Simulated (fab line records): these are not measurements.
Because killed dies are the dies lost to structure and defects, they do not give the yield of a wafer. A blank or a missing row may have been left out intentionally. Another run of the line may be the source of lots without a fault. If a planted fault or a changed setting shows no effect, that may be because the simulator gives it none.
fab line records | flow n5Finfet | part 1 of 2: steps 1 to 4 of 6
record: lots: 19 | wafers: 57 | lastDay: 19
route steps=1938 shown DUMMY_REMOVAL@377 HKMG_FIN@403 GATE_CUT@470
lots untouched by any fault: they come from a run of this same line in which no faults occurred
startH: hours from the record's opening day to when the first of the lot's shown wafers began | waitH: hours elapsed since this lot's preceding step | " unchanged from the row above | L1.1+2: a single row standing in for several wafers | - either no value or no given start | * or withheld: withheld | < > ~ a bound
route shown NAME@n: NAME is a module with steps in the file, n the number in the route of the first one | usual: mean and standard deviation over wafers with no fault | same: alike in all rows | chamber/n: place in a boat | sites: each site's reading | _std_site: standard deviation across them | _edge_site: inner sites' mean taken away from outer sites' mean | radiusMm: how far each site lies from the wafer's centre | mask NAME#n: copy n | behind: tool/chamber where the wafer was last shaped | hold: reason for holding the lot/hours on hold/outcome of the hold | device: which transistor (n, p or np) failed to switch | end of line: the same wafers' tests at the end of the route | a step without rows: its recipe alone | killed: dies lost to structure and defects at the first sort, not the wafer's yield | map: the dies of a wafer, with x for killed, . for not killed, _ for no die there
set.NAME: setting as actually run; set.NAME@STEP: the setting as run at that earlier step | model.NAME: the simulator's own value behind a step, which no gauge read
steps of the route over a sample of lots; a table a step, a row a wafer
services: the hour from which a tool's chamber was out of use, counted from the record's first day as startH (under 0 if before that day), plus the number of hours and why
== steps ==
step: N5_DUMMY_REMOVAL_HM_STRIP_01
recipe: chemistry: CH3F/O2 | material: SiNx | targetDepthA: 40 | stopOn: poly-Si | timeS: 6.8 | overEtchFrac: 0.3 | ionEnergyEv: 60 | powerW: 410 | biasW: 29 | Ar_flow_sccm: 150 | CH3F_flow_sccm: 30 | O2_flow_sccm: 20
usual: drypumpMotorCurrentA: 5.8/0.47 | oesProductAu: 0.64/0.071 | rfVppV: 127.4/1.1 | showerheadPlenumPTorr: 2.00/0.078 | throttleValvePct: 16.44/0.21
same: overEtchFrac: 0.3 | timeS: 6.8
lot.wafer | tool       | chamber | startH | waitH | drypumpMotorCurrentA | oesProductAu | rfHoursCounterH | rfVppV | showerheadPlenumPTorr | throttleValvePct
L074.1    | rieDiel-06 | 2       | 72.75  | 0.1   | 6.1                  | 0.55         | 244             | 126.8  | 2.04                  | 16.77
L074.3    | "          | 3       | "      | "     | 6.0                  | 0.60         | 164             | 127.6  | 1.92                  | 16.56
L074.6    | "          | 1       | "      | "     | 6.4                  | 0.63         | -               | 127.6  | 2.00                  | 16.60
L076.1    | rieDiel-06 | 1       | 83.26  | 0.0   | 6.5                  | 0.63         | 145             | 127.6  | 2.00                  | 16.63
L076.4    | "          | 1       | "      | "     | 6.5                  | 0.63         | -               | 126.7  | 2.00                  | 16.61
L076.5    | "          | 3       | "      | "     | 6.0                  | 0.60         | -               | 127.7  | 1.92                  | 16.59
L077.1    | rieDiel-05 | 1       | 88.47  | 0.0   | 5.6                  | 0.57         | 196             | 128.3  | 2.07                  | 16.36
L077.4    | "          | 3       | "      | "     | 5.2                  | 0.60         | 174             | 128.1  | 1.99                  | 16.06
L077.5    | "          | 2       | "      | "     | 6.0                  | 0.63         | -               | 127.7  | 2.10                  | 16.70
L078.1    | rieDiel-02 | 2       | 96.51  | 0.0   | 5.3                  | 0.67         | 88              | 127.7  | 1.94                  | 16.30
L078.3    | "          | 3       | "      | "     | 5.2                  | 0.76         | 13              | 128.3  | 2.04                  | 16.46
L078.4    | "          | 3       | "      | "     | 5.2                  | 0.76         | -               | 126.5  | 2.04                  | 16.46
L079.1    | rieDiel-02 | 1       | 104.93 | 0.0   | 6.6                  | 0.78         | 2               | 128.6  | 2.12                  | 16.03
L079.4    | "          | 0       | "      | "     | 6.1                  | 0.58         | 227             | 128.5  | 2.07                  | 16.18
L079.6    | "          | 0       | "      | "     | 6.1                  | 0.57         | -               | 128.1  | 2.07                  | 16.15
L080.1    | rieDiel-02 | 1       | 109.86 | 0.0   | 6.6                  | 0.77         | 4               | 128.0  | 2.12                  | 16.04
L080.4    | "          | 0       | "      | "     | 6.2                  | 0.57         | 228             | 128.3  | 2.07                  | 16.17
L080.6    | "          | 0       | "      | "     | 6.1                  | 0.57         | -               | 127.9  | 2.07                  | 16.17
L081.1    | rieDiel-02 | 2       | 115.76 | 0.1   | 5.3                  | 0.66         | 95              | 127.6  | 1.94                  | 16.32
L081.3    | "          | 3       | "      | "     | 5.2                  | 0.76         | 20              | 127.6  | 2.04                  | 16.48
L081.4    | "          | 1       | "      | "     | 6.5                  | 0.76         | 5               | 128.7  | 2.12                  | 16.04
L082.3    | rieDiel-06 | 3       | 125.99 | 0.0   | 6.0                  | 0.59         | 181             | 125.1  | 1.92                  | 16.62
L082.4    | "          | 0       | "      | "     | 5.2                  | 0.64         | -               | 126.8  | 1.85                  | 16.50
L082.6    | "          | 1       | "      | "     | 6.5                  | 0.61         | -               | 127.4  | 1.99                  | 16.65
L083.2    | rieDiel-05 | 0       | 127.90 | 0.3   | 5.8                  | 0.58         | 236             | 127.5  | 1.98                  | 16.62
L083.4    | "          | 3       | "      | "     | 5.1                  | 0.59         | 186             | 126.0  | 1.99                  | 16.07
L083.6    | "          | 0       | "      | "     | 5.8                  | 0.58         | -               | 127.7  | 1.98                  | 16.60
L085.2    | rieDiel-06 | 2       | 143.65 | 0.0   | 6.1                  | 0.80         | 2               | 128.6  | 2.04                  | 16.30
L085.3    | "          | 1       | "      | "     | 6.5                  | 0.61         | 163             | 127.4  | 1.99                  | 16.64
L085.4    | "          | 0       | "      | "     | 5.3                  | 0.63         | 110             | 126.4  | 1.84                  | 16.51
L086.1    | rieDiel-06 | 1       | 144.41 | 0.0   | 6.5                  | 0.62         | 163             | 126.9  | 1.99                  | 16.63
L086.5    | "          | 0       | "      | "     | 5.3                  | 0.63         | -               | 126.3  | 1.84                  | 16.53
L086.6    | "          | 1       | "      | "     | 6.5                  | 0.62         | -               | 127.9  | 1.99                  | 16.64
L087.1    | rieDiel-06 | 0       | 151.15 | 0.0   | 5.3                  | 0.64         | 112             | 126.6  | 1.84                  | 16.53
L087.2    | "          | 1       | "      | "     | 6.4                  | 0.61         | 165             | 127.9  | 1.99                  | 16.64
L087.5    | "          | 1       | "      | "     | 6.4                  | 0.62         | -               | 127.3  | 1.99                  | 16.65
L088.1    | rieDiel-05 | 0       | 158.49 | 0.0   | 5.8                  | 0.58         | 244             | 126.9  | 1.98                  | 16.62
L088.3    | "          | 3       | "      | "     | 5.1                  | 0.59         | 194             | 127.4  | 1.98                  | 16.10
L088.6    | "          | 3       | "      | "     | 5.2                  | 0.59         | -               | 127.6  | 1.98                  | 16.09
L089.2    | rieDiel-05 | 1       | 163.27 | 0.0   | 5.6                  | 0.57         | 215             | 127.8  | 2.07                  | 16.39
L089.3    | "          | 2       | "      | "     | 6.0                  | 0.63         | 132             | 127.7  | 2.09                  | 16.73
L089.6    | "          | 1       | "      | "     | 5.6                  | 0.57         | -               | 129.0  | 2.07                  | 16.42
L090.3    | rieDiel-02 | 1       | 168.39 | 0.0   | 6.5                  | 0.73         | 19              | 127.8  | 2.12                  | 16.06
L090.4    | "          | 3       | "      | "     | 5.2                  | 0.73         | 33              | 127.1  | 2.04                  | 16.51
L090.5    | "          | 0       | "      | "     | 6.1                  | 0.56         | -               | 127.2  | 2.06                  | 16.20
L091.1    | rieDiel-06 | 2       | 172.68 | 0.2   | 6.1                  | 0.77         | 9               | 127.0  | 2.04                  | 16.34
L091.2    | "          | 0       | "      | "     | 5.2                  | 0.63         | 118             | 125.2  | 1.84                  | 16.54
L091.6    | "          | 3       | "      | "     | 6.0                  | 0.58         | -               | 126.4  | 1.91                  | 16.63
L093.1    | rieDiel-02 | 1       | 187.96 | 0.0   | 6.5                  | 0.72         | 23              | 128.3  | 2.12                  | 16.08
L093.4    | "          | 2       | "      | "     | 5.3                  | 0.65         | 114             | 127.0  | 1.94                  | 16.35
L093.6    | "          | 1       | "      | "     | 6.5                  | 0.73         | -               | 127.8  | 2.12                  | 16.07
L095.2    | rieDiel-06 | 3       | 197.07 | 0.0   | 6.0                  | 0.57         | 203             | 126.5  | 1.91                  | 16.65
L095.5    | "          | 3       | "      | "     | 6.0                  | 0.57         | -               | 125.8  | 1.91                  | 16.64
L095.6    | "          | 0       | "      | "     | 5.2                  | 0.62         | -               | 124.9  | 1.84                  | 16.55
L096.2    | rieDiel-05 | 3       | 210.00 | 0.0   | 5.2                  | 0.58         | 212             | 127.3  | 1.98                  | 16.11
L096.4    | "          | 1       | "      | "     | 5.6                  | 0.56         | 232             | 128.0  | 2.06                  | 16.45
L096.5    | "          | 3       | "      | "     | 5.2                  | 0.58         | -               | 127.0  | 1.98                  | 16.12
step: N5_HKMG_FIN_ETCH_55
recipe: chemistry: N2/H2 | target: SOC | targetDepthA: 2400 | tempC: 40 | timeS: 300 | ionEnergyEv: 200 | maskMaterial: SiARC | pressureMtorr: 30 | sourceW: 840 | biasW: 150 | n2FlowSccm: 200 | h2FlowSccm: 200
usual: drypumpMotorCurrentA: 5.9/0.5 | oesProductAu: 0.76/0.088 | rfFwdPowerW: 838.0/2.8 | rfVppV: 523.3/2.6 | showerheadPlenumPTorr: 2.52/0.088 | throttleValvePct: 17.85/0.29
same: timeS: 300
lot.wafer | tool       | chamber | startH | waitH | drypumpMotorCurrentA | oesProductAu | rfFwdPowerW | rfHoursCounterH | rfVppV | showerheadPlenumPTorr | throttleValvePct
L074.1    | rieDiel-03 | 2       | 74.70  | 0.0   | 5.3                  | 0.82         | 838.6       | 86              | 520.6  | 2.46                  | 17.46
L074.3    | "          | 0       | "      | "     | 5.6                  | 0.71         | 837.3       | 189             | 521.5  | 2.44                  | 17.89
L074.6    | "          | 3       | "      | "     | 6.5                  | 0.73         | 835.5       | -               | 527.4  | 2.65                  | 17.94
L076.1    | rieDiel-03 | 2       | 85.29  | 0.0   | 5.2                  | 0.81         | 833.9       | 91              | 520.6  | 2.46                  | 17.46
L076.4    | "          | 3       | "      | "     | 6.5                  | 0.73         | 836.0       | 178             | 526.9  | 2.65                  | 17.95
L076.5    | "          | 2       | "      | "     | 5.3                  | 0.81         | 839.8       | -               | 522.4  | 2.46                  | 17.45
L077.1    | rieDiel-03 | 1       | 90.35  | 0.0   | 5.2                  | 0.70         | 835.6       | 223             | 526.7  | 2.62                  | 17.88
L077.4    | "          | 0       | "      | "     | 5.6                  | 0.70         | 836.0       | -               | 521.3  | 2.44                  | 17.91
L077.5    | "          | 2       | "      | "     | 5.3                  | 0.82         | 836.8       | -               | 521.8  | 2.46                  | 17.47
L078.1    | rieDiel-01 | 3       | 98.26  | 0.0   | 5.9                  | 1.01         | 835.9       | 4               | 523.1  | 2.48                  | 17.14
L078.3    | "          | 0       | "      | "     | 6.4                  | 0.74         | 838.0       | 167             | 526.9  | 2.63                  | 18.00
L078.4    | "          | 0       | "      | "     | 6.4                  | 0.73         | 841.6       | -               | 524.6  | 2.63                  | 17.99
L079.1    | rieDiel-01 | 2       | 106.66 | 0.0   | 6.6                  | 0.77         | 839.4       | 131             | 519.8  | 2.45                  | 18.28
L079.4    | "          | 3       | "      | "     | 5.9                  | 0.98         | 841.0       | -               | 522.1  | 2.47                  | 17.17
L079.6    | "          | 2       | "      | "     | 6.6                  | 0.78         | 838.4       | -               | 521.0  | 2.45                  | 18.27
L080.1    | rieDiel-03 | 3       | 111.57 | 0.0   | 6.5                  | 0.72         | 836.9       | 184             | 527.9  | 2.64                  | 17.97
L080.4    | "          | 2       | "      | "     | 5.3                  | 0.80         | 839.8       | 99              | 519.7  | 2.46                  | 17.48
L080.6    | "          | 3       | "      | "     | 6.5                  | 0.73         | 838.8       | -               | 527.4  | 2.64                  | 17.95
L081.1    | rieDiel-03 | 0       | 117.84 | 0.0   | 5.7                  | 0.70         | 836.1       | 204             | 518.7  | 2.44                  | 17.93
L081.3    | "          | 2       | "      | "     | 5.3                  | 0.79         | 839.3       | 101             | 522.5  | 2.46                  | 17.47
L081.4    | "          | 1       | "      | "     | 5.2                  | 0.70         | 838.0       | 232             | 524.8  | 2.62                  | 17.90
L082.3    | rieDiel-01 | 2       | 128.54 | 0.0   | 6.6                  | 0.77         | 842.8       | 139             | 522.3  | 2.44                  | 18.30
L082.4    | "          | 1       | "      | "     | 5.8                  | 0.95         | 840.3       | 10              | 523.6  | 2.50                  | 17.75
L082.6    | "          | 2       | "      | "     | 6.6                  | 0.77         | 842.2       | -               | 522.7  | 2.44                  | 18.30
L083.2    | rieDiel-03 | 0       | 129.91 | 0.0   | 5.6                  | 0.69         | 833.9       | 208             | 520.0  | 2.43                  | 17.94
L083.4    | "          | 3       | "      | "     | 6.5                  | 0.72         | 841.7       | 190             | 526.4  | 2.64                  | 17.95
L083.6    | "          | 0       | "      | "     | 5.6                  | 0.69         | 834.0       | -               | 518.3  | 2.43                  | 17.95
L085.2    | rieDiel-03 | 1       | 145.38 | 0.0   | 5.2                  | 0.68         | 834.9       | 239             | 526.6  | 2.62                  | 17.91
L085.3    | "          | 0       | "      | "     | 5.6                  | 0.69         | 835.5       | 212             | 520.9  | 2.43                  | 17.95
L085.4    | "          | 2       | "      | "     | 5.3                  | 0.79         | 836.4       | 108             | 520.7  | 2.45                  | 17.50
L086.1    | rieDiel-04 | 3       | 146.33 | 0.0   | 5.2                  | 0.70         | 841.5       | 224             | 520.7  | 2.40                  | 17.66
L086.5    | "          | 1       | "      | "     | 6.4                  | 0.65         | 843.4       | -               | 525.0  | 2.62                  | 17.97
L086.6    | "          | 3       | "      | "     | 5.2                  | 0.70         | 839.2       | -               | 519.7  | 2.40                  | 17.67
L087.1    | rieDiel-04 | 1       | 153.02 | 0.0   | 6.4                  | 0.66         | 838.3       | 248             | 525.8  | 2.61                  | 17.99
L087.2    | "          | 3       | "      | "     | 5.2                  | 0.70         | 844.0       | 227             | 519.5  | 2.40                  | 17.67
L087.5    | "          | 3       | "      | "     | 5.2                  | 0.70         | 840.1       | -               | 520.2  | 2.40                  | 17.68
L088.1    | rieDiel-03 | 0       | 160.28 | 0.0   | 5.7                  | 0.68         | 837.0       | 217             | 521.7  | 2.43                  | 17.96
L088.3    | "          | 3       | "      | "     | 6.5                  | 0.71         | 840.1       | 199             | 526.1  | 2.64                  | 17.99
L088.6    | "          | 2       | "      | "     | 5.3                  | 0.78         | 833.8       | -               | 520.2  | 2.45                  | 17.48
L089.2    | rieDiel-01 | 0       | 164.99 | 0.0   | 6.4                  | 0.72         | 838.3       | 185             | 525.0  | 2.62                  | 18.03
L089.3    | "          | 3       | "      | "     | 5.9                  | 0.94         | 835.9       | 28              | 522.3  | 2.47                  | 17.20
L089.6    | "          | 0       | "      | "     | 6.4                  | 0.72         | 840.2       | -               | 526.2  | 2.62                  | 18.01
L090.3    | rieDiel-03 | 3       | 170.16 | 0.0   | 6.5                  | 0.71         | 840.2       | 202             | 526.9  | 2.64                  | 17.99
L090.4    | "          | 1       | "      | "     | 5.2                  | 0.68         | 831.4       | 246             | 525.5  | 2.61                  | 17.91
L090.5    | "          | 1       | "      | "     | 5.2                  | 0.68         | 833.7       | -               | 526.1  | 2.61                  | 17.91
L091.1    | rieDiel-04 | 0       | 174.27 | 0.0   | 6.0                  | 0.76         | 836.3       | 129             | 523.3  | 2.55                  | 18.26
L091.2    | "          | 2       | "      | "     | 5.6                  | 0.72         | 834.5       | 181             | 522.1  | 2.42                  | 18.07
L091.6    | "          | 2       | "      | "     | 5.6                  | 0.73         | 832.0       | -               | 521.1  | 2.42                  | 18.08
L093.1    | rieDiel-01 | 2       | 189.65 | 0.0   | 6.6                  | 0.75         | 840.9       | 157             | 521.8  | 2.43                  | 18.31
L093.4    | "          | 1       | "      | "     | 5.8                  | 0.91         | 840.1       | 28              | 521.9  | 2.49                  | 17.77
L093.6    | "          | 1       | "      | "     | 5.8                  | 0.90         | 838.5       | -               | 523.6  | 2.49                  | 17.79
L095.2    | rieDiel-03 | 0       | 199.28 | 0.0   | 5.7                  | 0.67         | 839.4       | 232             | 521.1  | 2.42                  | 17.98
L095.5    | "          | 0       | "      | "     | 5.7                  | 0.67         | 835.8       | -               | 519.8  | 2.42                  | 17.98
L095.6    | "          | 2       | "      | "     | 5.3                  | 0.77         | 840.6       | -               | 522.1  | 2.44                  | 17.52
L096.2    | rieDiel-04 | 0       | 211.75 | 0.0   | 6.0                  | 0.74         | 836.0       | 143             | 524.7  | 2.55                  | 18.29
L096.4    | "          | 2       | "      | "     | 5.6                  | 0.70         | 837.9       | 195             | 520.6  | 2.42                  | 18.10
L096.5    | "          | 1       | "      | "     | 6.4                  | 0.91         | 836.8       | -               | 526.4  | 2.61                  | 17.54
step: N5_HKMG_FIN_STRIP_57
recipe: chemistry: CF4 | resist: SiARC | powerW: 300 | biasPowerW: 75 | pressureMtorr: 50 | cf4FlowSccm: 150 | rfFrequencyHz: 6e+07
usual: cf4FlowSccm: 150.0/0.43 | drypumpMotorCurrentA: 5.8/0.5 | oesProductAu: 0.76/0.078 | powerW: 300.0/0.88 | rfFwdPowerW: 293.6/1.4 | rfVppV: 270.9/1.4 | showerheadPlenumPTorr: 1.77/0.057 | throttleValvePct: 13.58/0.26
lot.wafer | tool       | chamber | startH | waitH | cf4FlowSccm | drypumpMotorCurrentA | oesProductAu | powerW | rfFwdPowerW | rfHoursCounterH | rfVppV | showerheadPlenumPTorr | throttleValvePct
L074.1    | rieDiel-03 | 2       | 74.89  | 0.0   | 150.6       | 5.3                  | 0.80         | 300.7  | 295.5       | 86              | 270.7  | 1.73                  | 13.20
L074.3    | "          | 0       | "      | "     | 149.7       | 5.7                  | 0.71         | 299.8  | -           | 189             | 270.9  | 1.72                  | 13.57
L074.6    | "          | 3       | "      | "     | 150.8       | 6.5                  | 0.74         | 299.6  | -           | -               | 271.8  | 1.86                  | 13.59
L076.1    | rieDiel-03 | 2       | 85.48  | 0.0   | 149.5       | 5.3                  | 0.80         | 300.1  | 295.4       | 91              | 270.7  | 1.73                  | 13.21
L076.4    | "          | 3       | "      | "     | 150.2       | 6.5                  | 0.74         | 299.6  | -           | 178             | 271.5  | 1.86                  | 13.62
L076.5    | "          | 2       | "      | "     | 150.1       | 5.3                  | 0.80         | 300.2  | 294.4       | -               | 269.5  | 1.73                  | 13.21
L077.1    | rieDiel-03 | 1       | 90.54  | 0.0   | 149.7       | 5.2                  | 0.70         | 300.2  | 292.7       | 223             | 271.7  | 1.84                  | 13.62
L077.4    | "          | 0       | "      | "     | 149.6       | 5.6                  | 0.71         | 298.9  | 292.6       | -               | 270.8  | 1.72                  | 13.58
L077.5    | "          | 2       | "      | "     | 149.5       | 5.3                  | 0.79         | 298.7  | 294.8       | -               | 269.9  | 1.73                  | 13.21
L078.1    | rieDiel-01 | 3       | 98.45  | 0.0   | 150.5       | 5.9                  | 0.97         | 300.0  | 294.8       | 4               | 271.6  | 1.76                  | 13.03
L078.3    | "          | 0       | "      | "     | 150.3       | 6.4                  | 0.74         | 298.9  | -           | 167             | 271.6  | 1.86                  | 13.84
L078.4    | "          | 0       | "      | "     | 150.1       | 6.4                  | 0.74         | 300.8  | -           | -               | 273.0  | 1.86                  | 13.84
L079.1    | rieDiel-01 | 2       | 106.85 | 0.0   | 150.5       | 6.6                  | 0.77         | 299.5  | 294.3       | 131             | 269.9  | 1.74                  | 13.94
L079.4    | "          | 3       | "      | "     | 150.0       | 5.9                  | 0.97         | 300.4  | 294.0       | -               | 270.5  | 1.76                  | 13.03
L079.6    | "          | 2       | "      | "     | 149.7       | 6.5                  | 0.78         | 299.9  | 293.5       | -               | 268.4  | 1.74                  | 13.93
L080.1    | rieDiel-03 | 3       | 111.76 | 0.0   | 150.2       | 6.5                  | 0.74         | 300.0  | -           | 184             | 271.8  | 1.86                  | 13.61
L080.4    | "          | 2       | "      | "     | 150.3       | 5.3                  | 0.78         | 298.7  | 296.3       | 100             | 270.1  | 1.73                  | 13.23
L080.6    | "          | 3       | "      | "     | 149.7       | 6.5                  | 0.74         | 299.0  | -           | -               | 273.8  | 1.86                  | 13.60
L081.1    | rieDiel-03 | 0       | 118.03 | 0.0   | 149.7       | 5.6                  | 0.70         | 301.6  | 292.5       | 204             | 271.0  | 1.71                  | 13.60
L081.3    | "          | 2       | "      | "     | 150.5       | 5.3                  | 0.79         | 296.7  | 295.6       | 101             | 270.6  | 1.73                  | 13.24
L081.4    | "          | 1       | "      | "     | 150.0       | 5.2                  | 0.70         | 298.9  | 292.4       | 232             | 272.8  | 1.84                  | 13.65
L082.3    | rieDiel-01 | 2       | 128.73 | 0.0   | 150.5       | 6.5                  | 0.76         | 299.6  | 293.0       | 139             | 270.2  | 1.74                  | 13.95
L082.4    | "          | 1       | "      | "     | 149.7       | 5.7                  | 0.93         | 300.2  | 292.5       | 10              | 269.5  | 1.76                  | 13.50
L082.6    | "          | 2       | "      | "     | 150.4       | 6.5                  | 0.76         | 300.1  | 293.0       | -               | 269.6  | 1.74                  | 13.95
L083.2    | rieDiel-03 | 0       | 130.10 | 0.0   | 150.4       | 5.6                  | 0.70         | 300.5  | -           | 208             | 270.5  | 1.71                  | 13.61
L083.4    | "          | 3       | "      | "     | 149.4       | 6.5                  | 0.73         | 299.1  | -           | 190             | 271.9  | 1.86                  | 13.62
L083.6    | "          | 0       | "      | "     | 150.4       | 5.6                  | 0.69         | 299.0  | -           | -               | 269.5  | 1.71                  | 13.61
L085.2    | rieDiel-03 | 1       | 145.57 | 0.0   | 149.5       | 5.2                  | 0.69         | 298.8  | -           | 239             | 272.6  | 1.83                  | 13.66
L085.3    | "          | 0       | "      | "     | 149.4       | 5.6                  | 0.70         | 301.7  | -           | 212             | 270.2  | 1.71                  | 13.63
L085.4    | "          | 2       | "      | "     | 149.9       | 5.2                  | 0.78         | 300.3  | 296.5       | 108             | 270.0  | 1.73                  | 13.24
L086.1    | rieDiel-04 | 3       | 146.52 | 0.0   | 150.2       | 5.2                  | 0.70         | 301.4  | 293.0       | 224             | 269.8  | 1.69                  | 13.53
L086.5    | "          | 1       | "      | "     | 149.5       | 6.4                  | 0.68         | 300.0  | -           | -               | 273.6  | 1.82                  | 13.62
L086.6    | "          | 3       | "      | "     | 149.5       | 5.2                  | 0.71         | 300.9  | 292.5       | -               | 270.2  | 1.69                  | 13.53
L087.1    | rieDiel-04 | 1       | 153.21 | 0.0   | 149.9       | 6.4                  | 0.68         | 300.1  | -           | 249             | 271.2  | 1.82                  | 13.62
L087.2    | "          | 3       | "      | "     | 150.5       | 5.2                  | 0.70         | 300.7  | 292.8       | 227             | 268.9  | 1.69                  | 13.53
L087.5    | "          | 3       | "      | "     | 150.6       | 5.2                  | 0.71         | 299.3  | 293.2       | -               | 267.9  | 1.69                  | 13.52
L088.1    | rieDiel-03 | 0       | 160.47 | 0.0   | 149.6       | 5.6                  | 0.70         | 298.6  | -           | 217             | 268.0  | 1.71                  | 13.63
L088.3    | "          | 3       | "      | "     | 149.9       | 6.5                  | 0.73         | 298.9  | -           | 199             | 273.3  | 1.86                  | 13.66
L088.6    | "          | 2       | "      | "     | 149.7       | 5.3                  | 0.77         | 299.6  | 295.2       | -               | 269.8  | 1.73                  | 13.26
L089.2    | rieDiel-01 | 0       | 165.18 | 0.0   | 150.3       | 6.4                  | 0.73         | 300.6  | -           | 185             | 272.4  | 1.86                  | 13.88
L089.3    | "          | 3       | "      | "     | 149.6       | 5.9                  | 0.91         | 300.0  | 293.6       | 28              | 270.3  | 1.76                  | 13.06
L089.6    | "          | 0       | "      | "     | 150.9       | 6.4                  | 0.72         | 299.6  | -           | -               | 272.6  | 1.86                  | 13.87
L090.3    | rieDiel-03 | 3       | 170.35 | 0.0   | 149.9       | 6.5                  | 0.72         | 302.0  | -           | 202             | 271.9  | 1.85                  | 13.64
L090.4    | "          | 1       | "      | "     | 149.9       | 5.2                  | 0.69         | 300.5  | -           | 246             | 272.5  | 1.83                  | 13.67
L090.5    | "          | 1       | "      | "     | 149.3       | 5.2                  | 0.69         | 299.3  | -           | -               | 271.6  | 1.83                  | 13.64
L091.1    | rieDiel-04 | 0       | 174.46 | 0.0   | 150.0       | 6.0                  | 0.76         | 298.9  | 294.6       | 129             | 271.0  | 1.80                  | 13.93
L091.2    | "          | 2       | "      | "     | 149.6       | 5.5                  | 0.71         | 300.9  | 293.3       | 181             | 270.4  | 1.73                  | 13.88
L091.6    | "          | 2       | "      | "     | 150.4       | 5.6                  | 0.71         | 299.8  | 292.2       | -               | 270.8  | 1.73                  | 13.89
L093.1    | rieDiel-01 | 2       | 189.84 | 0.0   | 150.4       | 6.5                  | 0.75         | 300.3  | 291.6       | 157             | 269.2  | 1.74                  | 14.00
L093.4    | "          | 1       | "      | "     | 150.0       | 5.8                  | 0.88         | 299.8  | 293.8       | 28              | 270.3  | 1.76                  | 13.54
L093.6    | "          | 1       | "      | "     | 149.9       | 5.8                  | 0.88         | 299.7  | 292.0       | -               | 269.0  | 1.76                  | 13.53
L095.2    | rieDiel-03 | 0       | 199.47 | 0.0   | 150.2       | 5.6                  | 0.69         | 299.6  | -           | 232             | 269.0  | 1.71                  | 13.67
L095.5    | "          | 0       | "      | "     | 149.8       | 5.6                  | 0.68         | 298.8  | -           | -               | 269.9  | 1.71                  | 13.68
L095.6    | "          | 2       | "      | "     | 150.0       | 5.3                  | 0.76         | 297.8  | 293.8       | -               | 269.4  | 1.72                  | 13.30
L096.2    | rieDiel-04 | 0       | 211.94 | 0.0   | 150.1       | 6.0                  | 0.75         | 300.4  | 295.4       | 143             | 272.5  | 1.79                  | 13.94
L096.4    | "          | 2       | "      | "     | 149.2       | 5.6                  | 0.71         | 301.2  | 291.6       | 195             | 269.3  | 1.73                  | 13.91
L096.5    | "          | 1       | "      | "     | 150.0       | 6.4                  | 0.91         | 300.9  | 293.1       | -               | 272.4  | 1.81                  | 13.08
step: N5_HKMG_FIN_NWFM_ALD_20
recipe: material: TiAlC | targetThkA: 20 | tempC: 300 | aldPrecursorFamily: TiCl4 | aldCoReactant: TEA | pulseTimeS: 3 | purgeTimeS: 2 | coReactantPurgeTimeS: 2 | coReactantPulseTimeS: 10 | aldCycles: 7 | pressureTorr: 3
usual: heaterPowerW: 462/51 | precursorPulseHeightRel: 1.000/0.021
lot.wafer | tool        | chamber | startH | waitH | heaterPowerW | precursorPulseHeightRel
L074.1    | aldMetal-02 | 2       | 80.18  | 0.3   | 402          | 0.981
L074.3    | "           | 1       | "      | "     | 425          | 0.984
L074.6    | "           | 0       | "      | "     | 552          | 1.022
L076.1    | aldMetal-03 | 2       | 91.30  | 0.3   | 530          | 1.038
L076.4    | "           | 0       | "      | "     | 517          | 0.994
L076.5    | "           | 3       | "      | "     | 499          | 1.000
L077.1    | aldMetal-02 | 1       | 96.05  | 0.3   | 436          | 0.961
L077.4    | "           | 2       | "      | "     | 391          | 0.994
L077.5    | "           | 2       | "      | "     | 399          | 0.991
L078.1    | aldMetal-01 | 1       | 103.72 | 0.3   | 451          | 1.013
L078.3    | "           | 3       | "      | "     | 473          | 0.991
L078.4    | "           | 2       | "      | "     | 394          | 1.030
L079.1    | aldMetal-01 | 2       | 112.66 | 0.3   | 395          | 1.024
L079.4    | "           | 1       | "      | "     | 453          | 1.054
L079.6    | "           | 3       | "      | "     | 463          | 0.997
L080.1    | aldMetal-01 | 0       | 117.18 | 0.3   | 497          | 0.961
L080.4    | "           | 2       | "      | "     | 403          | 0.988
L080.6    | "           | 3       | "      | "     | 472          | 1.022
L081.1    | aldMetal-03 | 3       | 123.57 | 0.3   | 505          | 1.015
L081.3    | "           | 0       | "      | "     | 519          | 1.002
L081.4    | "           | 1       | "      | "     | 465          | 1.010
L082.3    | aldMetal-01 | 1       | 133.80 | 0.1   | 458          | 1.004
L082.4    | "           | 3       | "      | "     | 471          | 0.976
L082.6    | "           | 1       | "      | "     | 449          | 0.950
L083.2    | aldMetal-02 | 0       | 135.49 | 0.3   | 558          | 1.014
L083.4    | "           | 1       | "      | "     | 446          | 1.007
L083.6    | "           | 2       | "      | "     | 397          | 1.018
L085.2    | aldMetal-02 | 2       | 151.23 | 0.3   | 392          | 0.984
L085.3    | "           | 3       | "      | "     | 440          | 0.988
L085.4    | "           | 0       | "      | "     | 553          | 1.013
L086.1    | aldMetal-03 | 1       | 153.39 | 0.3   | 466          | 1.008
L086.5    | "           | 1       | "      | "     | 476          | 0.994
L086.6    | "           | 2       | "      | "     | 547          | 1.028
L087.1    | aldMetal-03 | 1       | 158.25 | 0.3   | 458          | 0.996
L087.2    | "           | 2       | "      | "     | 558          | 1.000
L087.5    | "           | 0       | "      | "     | 518          | 0.981
L088.1    | aldMetal-02 | 1       | 165.72 | 0.3   | 441          | 1.017
L088.3    | "           | 2       | "      | "     | 396          | 1.009
L088.6    | "           | 0       | "      | "     | 539          | 0.991
L089.2    | aldMetal-02 | 1       | 170.58 | 0.3   | 426          | 1.014
L089.3    | "           | 2       | "      | "     | 391          | 0.990
L089.6    | "           | 1       | "      | "     | 435          | 0.993
L090.3    | aldMetal-02 | 3       | 175.65 | 0.1   | 437          | 0.942
L090.4    | "           | 2       | "      | "     | 403          | 1.004
L090.5    | "           | 2       | "      | "     | 388          | 0.998
L091.1    | aldMetal-01 | 3       | 179.63 | 0.3   | 476          | 0.966
L091.2    | "           | 1       | "      | "     | 452          | 0.992
L091.6    | "           | 2       | "      | "     | 400          | 1.004
L093.1    | aldMetal-01 | 3       | 195.04 | 0.3   | 467          | 0.981
L093.4    | "           | 2       | "      | "     | 404          | 1.024
L093.6    | "           | 0       | "      | "     | 499          | 1.001
L095.2    | aldMetal-02 | 3       | 204.72 | 0.3   | 426          | 1.016
L095.5    | "           | 3       | "      | "     | 443          | 0.968
L095.6    | "           | 2       | "      | "     | 397          | 1.004
L096.2    | aldMetal-02 | 0       | 217.03 | 0.3   | 550          | 1.012
L096.4    | "           | 1       | "      | "     | 433          | 1.003
L096.5    | "           | 2       | "      | "     | 383          | 1.033
